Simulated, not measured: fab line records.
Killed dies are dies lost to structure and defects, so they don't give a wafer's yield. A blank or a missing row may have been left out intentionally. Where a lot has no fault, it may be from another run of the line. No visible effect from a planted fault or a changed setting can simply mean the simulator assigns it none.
fab line records -- flow nandHarc
record: lots: 11, wafers: 33, lastDay: 34
route steps=1302 shown A_CONTACT@1027 END@1302
lots with no fault: from the same line, run without faults
startH: start of the lot's first displayed wafer, in hours after the record's first day -- waitH: how many hours have passed since the lot's step before this one -- " unchanged from the row above -- L1.1+2: a single row standing in for several wafers -- - either no value or no given start -- * or withheld: withheld -- < > ~ a bound
route shown NAME@n: names a module that has steps shown in the file, with the first one's number in the route -- usual: mean and standard deviation over wafers with no fault -- same: alike in all rows -- chamber/n: place in a boat -- sites: each site's reading -- _std_site: standard deviation of those values -- _edge_site: outer sites' mean less inner sites' -- radiusMm: for every site, how far away it sits from the centre of the wafer -- mask NAME#n: copy n -- behind: the most recent tool/chamber to have shaped the wafer -- hold: reason for holding the lot/hours on hold/outcome of the hold -- device: whichever transistor did not switch (one of n, p or np) -- end of line: the route-end tests of the same wafers -- a step without rows: its recipe alone -- killed: count of dies lost to structure and defects at first sort (not the wafer's yield) -- map: shows each die of a wafer: x if killed, . if not, _ if none is there
set.NAME: the run value of the setting; set.NAME@STEP: its run value at that earlier step -- model.NAME: the simulator's own value behind a step, which no gauge read
route steps across a sampled set of lots; one table per step, one row per wafer
services: from which hour (startH, from the record's first day; less than 0 if before it) a tool's chamber was out of use, for how many hours, and why
== steps ==
step: NHARC_A_CONTACT_DEP_57
recipe: targetThkA: 53000, tempC: 400, material: aC
usual: throttleValvePct: 34.999/0.0096
lot.wafer,tool,chamber,startH,waitH,throttleValvePct
L591.2,aclDep-01,0,519.83,-,35.014
L591.4,aclDep-01,0,520.90,-,34.995
L591.6,aclDep-01,0,521.97,-,35.006
L589.2,aclDep-02,0,525.90,-,35.006
L589.3,aclDep-02,0,525.90,-,34.990
L589.5,aclDep-02,0,527.55,-,35.002
L597.1,aclDep-02,0,589.17,-,35.010
L597.4,aclDep-02,0,590.75,-,34.990
L597.6,aclDep-02,0,591.80,-,35.001
L599.2,aclDep-01,0,601.42,-,34.980
L599.3,aclDep-01,0,601.42,-,35.003
L599.5,aclDep-01,0,603.05,-,35.000
L601.3,aclDep-01,0,614.02,-,35.026
L601.5,aclDep-01,0,615.10,-,35.000
L601.6,aclDep-01,0,615.10,-,34.996
L602.3,aclDep-03,0,632.82,-,34.988
L602.4,aclDep-03,0,632.82,-,34.999
L602.6,aclDep-03,0,634.41,-,35.004
L604.1,aclDep-01,0,658.30,-,35.008
L604.2,aclDep-01,0,658.30,-,34.995
L604.6,aclDep-01,0,660.96,-,35.007
L609.1,aclDep-02,0,723.85,-,34.996
L609.2,aclDep-02,0,723.85,-,34.981
L609.5,aclDep-02,0,726.01,-,34.997
L611.2,aclDep-02,0,731.32,-,34.996
L611.5,aclDep-02,0,732.92,-,35.006
L611.6,aclDep-02,0,732.92,-,35.003
L608.1,aclDep-03,0,731.55,-,34.988
L608.2,aclDep-03,0,731.55,-,34.996
L608.5,aclDep-03,0,733.68,-,34.999
L610.1,aclDep-02,0,737.56,-,35.004
L610.3,aclDep-02,0,738.64,-,34.991
L610.4,aclDep-02,0,738.64,-,34.997
step: NHARC_A_CONTACT_ETCH_75
recipe: targetDepthA: 390, overEtchFrac: 0.3, timeS: 65, ionEnergyEv: 80, cf4FlowSccm: 150, arFlowSccm: 0, rfW: 300, biasW: 100, chemistry: CF4
usual: drypumpMotorCurrentA: 5.5/0.4, oesProductAu: 1.001/0.011, rfVppV: 151.5/1.2, showerheadPlenumPTorr: 1.79/0.08, throttleValvePct: 13.284/0.0099
lot.wafer,tool,chamber,startH,waitH,drypumpMotorCurrentA,oesProductAu,rfHoursCounterH,rfVppV,showerheadPlenumPTorr,throttleValvePct
L591.2,rieDiel-11,0,523.52,0.1,5.7,0.996,20,152.6,1.90,13.284
L591.4,rieDiel-11,1,523.52,0.1,5.7,1.000,28,150.0,1.70,13.297
L591.6,rieDiel-11,1,523.52,0.1,5.7,0.983,-,149.5,1.70,13.285
L589.2,rieDiel-02,1,529.66,0.1,5.0,1.008,22,153.3,1.82,13.286
L589.3,rieDiel-02,3,529.66,0.1,6.1,0.976,22,151.8,1.83,13.273
L589.5,rieDiel-02,0,529.66,0.1,5.7,0.992,-,152.1,1.83,13.284
L597.4,rieDiel-02,3,593.36,0.1,6.1,0.986,0,153.2,1.83,13.261
L597.1,rieDiel-02,0,593.36,0.1,5.7,0.990,3,151.3,1.82,13.277
L597.6,rieDiel-02,1,593.36,0.1,5.0,1.015,-,151.9,1.82,13.295
L599.2,rieDiel-02,0,605.25,0.1,5.7,1.003,6,151.1,1.82,13.270
L599.3,rieDiel-02,1,605.25,0.1,5.0,1.026,7,151.4,1.82,13.294
L599.5,rieDiel-02,0,605.25,0.1,5.7,1.004,-,152.5,1.82,13.302
L601.3,rieDiel-02,1,617.21,0.1,5.0,1.007,8,152.0,1.82,13.297
L601.5,rieDiel-02,3,617.21,0.1,6.1,1.005,-,150.5,1.83,13.281
L601.6,rieDiel-02,0,617.21,0.1,5.7,1.006,-,151.5,1.82,13.278
L602.3,rieDiel-02,2,635.96,0.1,5.3,0.998,13,151.2,1.65,13.274
L602.4,rieDiel-02,3,635.96,0.1,6.1,1.001,10,153.0,1.83,13.304
L602.6,rieDiel-02,2,635.96,0.1,5.3,0.997,-,150.3,1.65,13.300
L604.1,rieDiel-11,3,662.51,0.1,5.2,1.012,10,151.8,1.86,13.293
L604.2,rieDiel-11,2,662.51,0.1,5.8,1.008,10,152.0,1.84,13.286
L604.6,rieDiel-11,3,662.51,0.1,5.2,1.003,-,151.9,1.86,13.293
L609.2,rieDiel-04,0,728.10,0.1,6.3,1.008,2,150.5,1.76,13.302
L609.1,rieDiel-04,2,728.10,0.1,5.3,0.991,3,151.7,1.89,13.269
L609.5,rieDiel-04,0,728.10,0.1,6.3,1.015,-,151.6,1.76,13.286
L611.2,rieDiel-02,3,735.01,0.1,6.0,0.982,26,151.7,1.82,13.290
L611.6,rieDiel-02,2,735.01,0.1,5.3,0.995,-,150.3,1.64,13.290
L611.5,rieDiel-02,3,735.01,0.1,6.1,0.986,-,152.3,1.82,13.279
L608.2,rieDiel-04,1,735.76,0.1,5.0,1.009,4,151.0,1.80,13.282
L608.1,rieDiel-04,3,735.76,0.1,5.2,0.980,4,149.3,1.65,13.271
L608.5,rieDiel-04,1,735.76,0.1,5.0,1.013,-,152.0,1.80,13.286
L610.1,rieDiel-02,3,741.81,0.1,6.0,0.988,28,151.5,1.82,13.295
L610.3,rieDiel-02,0,741.81,0.1,5.7,0.999,29,151.7,1.82,13.264
L610.4,rieDiel-02,1,741.81,0.1,5.0,0.999,29,153.0,1.81,13.298
step: NHARC_A_CONTACT_ETCH_76
recipe: targetDepthA: 2600, overEtchFrac: 0.3, timeS: 475.3, ionEnergyEv: 200, n2FlowSccm: 150, h2FlowSccm: 150, arFlowSccm: 0, rfW: 400, biasW: 150, chemistry: N2/H2
usual: drypumpMotorCurrentA: 5.5/0.39, n2FlowSccm: 150.0/0.47, oesProductAu: 1.002/0.01, rfVppV: 431.0/3, showerheadPlenumPTorr: 2.06/0.1, throttleValvePct: 14.171/0.0087
lot.wafer,tool,chamber,startH,waitH,drypumpMotorCurrentA,n2FlowSccm,oesProductAu,rfHoursCounterH,rfVppV,showerheadPlenumPTorr,throttleValvePct
L591.2,rieDiel-11,3,523.61,-,5.2,149.9,0.989,30,432.3,2.17,14.160
L591.4,rieDiel-11,2,523.61,-,5.8,149.6,1.003,27,432.4,2.15,14.171
L591.6,rieDiel-11,3,523.61,-,5.2,149.6,0.988,-,434.1,2.17,14.178
L589.3,rieDiel-02,3,529.82,-,6.1,149.3,0.997,22,435.0,2.12,14.187
L589.2,rieDiel-02,0,529.82,-,5.7,150.1,0.995,19,433.5,2.11,14.174
L589.5,rieDiel-02,2,529.82,-,5.3,149.8,1.003,-,426.4,1.89,14.174
L597.1,rieDiel-02,0,593.50,-,5.7,150.6,1.012,3,431.7,2.11,14.188
L597.4,rieDiel-02,1,593.50,-,5.0,149.8,1.029,3,432.6,2.10,14.170
L597.6,rieDiel-02,2,593.50,-,5.3,150.2,1.016,-,426.2,1.89,14.172
L599.3,rieDiel-02,1,605.37,-,5.0,150.5,1.026,7,433.4,2.10,14.163
L599.2,rieDiel-02,2,605.37,-,5.3,149.4,1.013,7,425.8,1.89,14.155
L599.5,rieDiel-02,0,605.37,-,5.7,151.1,1.005,-,432.9,2.11,14.178
L601.3,rieDiel-02,2,617.39,-,5.3,150.1,1.001,9,425.6,1.88,14.163
L601.6,rieDiel-02,3,617.39,-,6.1,149.7,0.992,-,431.3,2.12,14.166
L601.5,rieDiel-02,0,617.39,-,5.7,149.7,0.787,-,431.9,2.11,14.163
L602.4,rieDiel-02,3,636.09,-,6.1,150.4,0.998,10,432.5,2.12,14.174
L602.3,rieDiel-02,0,636.09,-,5.7,149.8,0.795,12,433.2,2.11,14.172
L602.6,rieDiel-02,2,636.09,-,5.3,149.5,1.002,-,425.7,1.88,14.176
L604.2,rieDiel-11,3,662.64,-,5.2,150.4,0.998,10,434.5,2.15,14.167
L604.1,rieDiel-11,1,662.64,-,5.7,150.1,0.994,11,426.9,1.94,14.174
L604.6,rieDiel-11,3,662.64,-,5.2,150.0,0.995,-,432.8,2.15,14.176
L609.2,rieDiel-04,2,728.19,-,5.3,150.4,0.996,3,435.1,2.20,14.177
L609.1,rieDiel-04,3,728.19,-,5.2,150.0,0.995,3,427.0,1.89,14.182
L609.5,rieDiel-04,2,728.19,-,5.3,149.7,0.989,-,433.8,2.20,14.177
L611.2,rieDiel-02,0,735.09,-,5.7,150.5,1.010,28,430.9,2.10,14.174
L611.5,rieDiel-02,0,735.09,-,5.7,149.8,1.002,-,433.3,2.10,14.167
L611.6,rieDiel-02,1,735.09,-,5.0,149.7,0.997,-,432.1,2.09,14.164
L608.1,rieDiel-04,0,735.88,-,6.3,150.2,1.011,4,430.6,2.03,14.182
L608.2,rieDiel-04,1,735.88,-,5.0,149.7,1.011,4,430.4,2.07,14.168
L608.5,rieDiel-04,3,735.88,-,5.2,150.4,0.990,-,426.4,1.89,14.175
L610.1,rieDiel-02,1,741.90,-,5.0,150.2,0.996,29,432.3,2.09,14.185
L610.3,rieDiel-02,3,741.90,-,6.1,149.6,0.980,28,433.6,2.11,14.164
L610.4,rieDiel-02,0,741.90,-,5.7,149.6,1.001,29,431.8,2.10,14.179
step: NHARC_A_CONTACT_ETCH_78
recipe: targetDepthA: 53000, overEtchFrac: 0.3, timeS: 1378, ionEnergyEv: 150, o2FlowSccm: 400, cosFlowSccm: 20, arFlowSccm: 0, rfW: 500, biasW: 300, chemistry: O2/COS
usual: drypumpMotorCurrentA: 5.5/0.39, oesProductAu: 1.001/0.01, rfVppV: 314.6/2.3, showerheadPlenumPTorr: 3.15/0.15, throttleValvePct: 28.330/0.0097
lot.wafer,tool,chamber,startH,waitH,drypumpMotorCurrentA,oesProductAu,rfHoursCounterH,rfVppV,showerheadPlenumPTorr,throttleValvePct
L591.2,rieDiel-11,0,-,-,5.7,1.003,21,317.6,3.36,28.328
L591.4,rieDiel-11,2,-,-,5.8,0.992,28,317.5,3.28,28.325
L591.6,rieDiel-11,3,-,-,5.2,0.995,-,317.0,3.30,28.338
L589.2,rieDiel-02,1,-,-,5.0,1.022,22,315.1,3.21,28.312
L589.3,rieDiel-02,0,-,-,5.7,1.000,19,315.4,3.23,28.349
L589.5,rieDiel-02,1,-,-,5.0,1.012,-,315.4,3.21,28.327
L597.4,rieDiel-02,0,-,-,5.7,1.012,4,315.4,3.22,28.344
L597.1,rieDiel-02,3,-,-,6.1,1.003,1,316.0,3.23,28.336
L597.6,rieDiel-02,0,-,-,5.7,1.007,-,314.7,3.22,28.324
L599.3,rieDiel-02,3,-,-,6.0,0.984,4,315.3,3.23,28.336
L599.2,rieDiel-02,0,-,-,5.7,0.994,7,315.1,3.22,28.326
L599.5,rieDiel-02,0,-,-,5.7,1.000,-,315.0,3.22,28.320
L601.3,rieDiel-02,0,-,-,5.7,1.003,9,315.5,3.22,28.310
L601.6,rieDiel-02,1,-,-,5.0,1.009,-,315.0,3.21,28.310
L601.5,rieDiel-02,2,-,-,5.3,0.998,-,308.9,2.90,28.335
L602.3,rieDiel-02,2,-,-,5.3,0.998,13,311.1,2.90,28.315
L602.4,rieDiel-02,0,-,-,5.7,0.997,13,315.3,3.22,28.315
L602.6,rieDiel-02,3,-,-,6.1,1.000,-,314.4,3.23,28.334
L604.2,rieDiel-11,3,-,-,5.2,1.000,11,316.7,3.28,28.322
L604.1,rieDiel-11,2,-,-,5.8,0.996,11,314.6,3.26,28.346
L604.6,rieDiel-11,3,-,-,5.2,0.994,-,315.8,3.28,28.339
L609.2,rieDiel-04,1,-,-,5.0,1.012,2,315.9,3.17,28.326
L609.1,rieDiel-04,2,-,-,5.3,1.005,3,318.6,3.34,28.332
L609.5,rieDiel-04,0,-,-,6.2,1.019,-,313.2,3.11,28.343
L611.2,rieDiel-02,2,-,-,5.3,0.987,29,311.5,2.89,28.342
L611.6,rieDiel-02,2,-,-,5.3,1.000,-,311.3,2.89,28.348
L611.5,rieDiel-02,3,-,-,6.1,0.985,-,315.7,3.22,28.329
L608.2,rieDiel-04,0,-,-,6.3,1.007,4,313.5,3.11,28.339
L608.1,rieDiel-04,1,-,-,5.0,1.017,4,314.3,3.17,28.339
L608.5,rieDiel-04,3,-,-,5.2,0.993,-,311.3,2.91,28.322
L610.3,rieDiel-02,3,-,-,6.1,0.984,28,315.9,3.22,28.327
L610.1,rieDiel-02,0,-,-,5.7,1.007,30,314.7,3.21,28.325
L610.4,rieDiel-02,1,-,-,5.0,0.988,29,314.3,3.20,28.329
step: NHARC_END_SORT_01
recipe: tempC: 25
usual: killedAtArray: 52/17, killedAtOther: 0.9/1.2, killedAtPeriphery: 3.9/2.7, killedDies: 57/16, killedOpen: 3.3/1.9, killedShort: 2.5/1.5
same: grossDies: 677
lot.wafer,tool,chamber,startH,waitH,killedAtArray,killedAtOther,killedAtPeriphery,killedDies,killedOpen,killedShort
L601.3,prober-01,0,679.13,3.1,47,5,4,56,3,4
L601.5,prober-01,0,680.76,3.8,666,6,5,677,2,3
L601.6,prober-01,0,681.57,4.1,45,1,1,47,2,2
L602.3,prober-02,0,697.77,3.1,671,0,6,677,0,2
L602.4,prober-02,0,698.56,3.4,20,0,8,28,4,0
L602.6,prober-02,0,700.15,4.0,20,2,8,30,2,1
killed by level:class
L601.3 A_CHANNEL_HOLE_D1:chamberFilmFlake=24 A_CHANNEL_HOLE_D2:chamberFilmFlake=7 THIN_TSV:chamberFilmFlake=5 A_SLIT:chamberFilmFlake=3 A_STAIRCASE:chamberFilmFlake=3 A_ZERO_WELL:chamberFilmFlake=2 A_CONTACT:chamberFilmFlake=2 P_CONTACT:geometricParticle:short=1
L601.5 A_CONTACT:areaEtch=606 A_CHANNEL_HOLE_D1:chamberFilmFlake=33 A_CHANNEL_HOLE_D2:chamberFilmFlake=18 THIN_TSV:chamberFilmFlake=5 A_SLIT:chamberFilmFlake=3 P_M1:chamberFilmFlake=2 P_M0:geometricParticle:short=1 A_ONON_D1:geometricParticle:open=1
L601.6 A_CHANNEL_HOLE_D1:chamberFilmFlake=30 A_CHANNEL_HOLE_D2:chamberFilmFlake=7 A_CONTACT:chamberFilmFlake=2 P_CONTACT:geometricParticle:open=1 A_ONON_D1:geometricParticle:open=1 A_ONON_D1:geometricParticle:short=1 A_DECK1_JOINT:geometricParticle:short=1 A_DECK1_JOINT:chamberFilmFlake=1
L602.3 A_CONTACT:areaEtch=639 A_CHANNEL_HOLE_D1:chamberFilmFlake=13 P_BONDPAD:chamberFilmFlake=5 A_STAIRCASE:chamberFilmFlake=5 A_SLIT:chamberFilmFlake=5 A_CONTACT:chamberFilmFlake=5 A_CHANNEL_FILL_D1:chamberFilmFlake=2 A_ONON_D2:geometricParticle:short=1
L602.4 P_BONDPAD:chamberFilmFlake=6 A_CHANNEL_HOLE_D1:chamberFilmFlake=4 A_STAIRCASE:chamberFilmFlake=4 A_CONTACT:chamberFilmFlake=4 A_SLIT:chamberFilmFlake=2 A_DECK1_JOINT:geometricParticle:open=1 A_ONON_D2:geometricParticle:open=1 A_CHANNEL_HOLE_D2:geometricParticle:open=1
L602.6 A_CHANNEL_HOLE_D1:chamberFilmFlake=6 P_BONDPAD:chamberFilmFlake=4 A_SLIT:chamberFilmFlake=4 A_CONTACT:chamberFilmFlake=3 P_M0:chamberFilmFlake=3 A_STAIRCASE:chamberFilmFlake=3 THIN_TSV:chamberFilmFlake=2 A_ONON_D2:geometricParticle:open=1
== services ==
tool,chamber,startH,hours,kind
rieDiel-04,-,498.30,12.0,repair
rieDiel-02,0,500.99,-,clean
rieDiel-02,1,500.99,-,clean
rieDiel-02,2,500.99,-,clean
rieDiel-02,3,500.99,-,clean
rieDiel-02,0,525.49,-,clean
rieDiel-02,1,525.49,-,clean
rieDiel-02,2,525.49,-,clean
rieDiel-02,3,525.49,-,clean
rieDiel-04,-,534.05,9.0,pm
rieDiel-02,3,551.85,5.3,repair
aclDep-01,-,552.30,13.0,pm
rieDiel-11,1,555.45,7.7,repair
rieDiel-02,-,557.88,4.4,repair
rieDiel-11,0,560.67,3.8,repair
rieDiel-02,-,570.94,9.0,pm
rieDiel-04,2,576.56,16.1,repair
rieDiel-04,3,579.03,10.9,repair
aclDep-02,-,605.76,13.0,pm
rieDiel-11,-,613.41,9.0,pm
aclDep-03,-,670.52,13.0,pm
rieDiel-04,-,711.43,9.0,pm
aclDep-01,-,734.77,13.0,pm
rieDiel-11,2,741.46,9.6,repair
== key ==
firstSign: step: NHARC_A_CONTACT_ETCH_76, reading: oesProductAu, direction: down, sigmas: 21, usual: 1.002, struck: 0.791
effect: step: NHARC_END_SORT_01, reading: killedDies, direction: up, sigmas: 38, usual: 57, struck: 677
moreKillsBornAt: NHARC_A_CONTACT_ETCH_76@rieDiel-02: 1245
metAt NHARC_A_CONTACT_ETCH_76
struckLots L601,L602
struckWafers L601.5,L602.3
laterRowsLeftOut L601.5,L602.3
testerLeftOut L601,L602
notActingAt NHARC_A_CONTACT_DEP_57,NHARC_A_CONTACT_ETCH_75,NHARC_A_CONTACT_ETCH_78
onsetBetween 605.37 617.39
fault: kind: processParameterDrift, tool: rieDiel-02, chamber: 0, onsetH: 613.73, steps: NHARC_A_CONTACT_ETCH_76, channel: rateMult, offset: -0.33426, shape: step, endH: 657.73
testerLeftOut: of these lots the tester's yield and bins aren't shown, on N5 and GAA mostly nor the transistor test; their killed dies are dies lost to structure and defects alone, not to doping, threshold or leakage, so they don't give the yield
laterRowsLeftOut: the simulator's readings of these wafers behind a module that went badly wrong aren't trusted and aren't shown, but for the sort
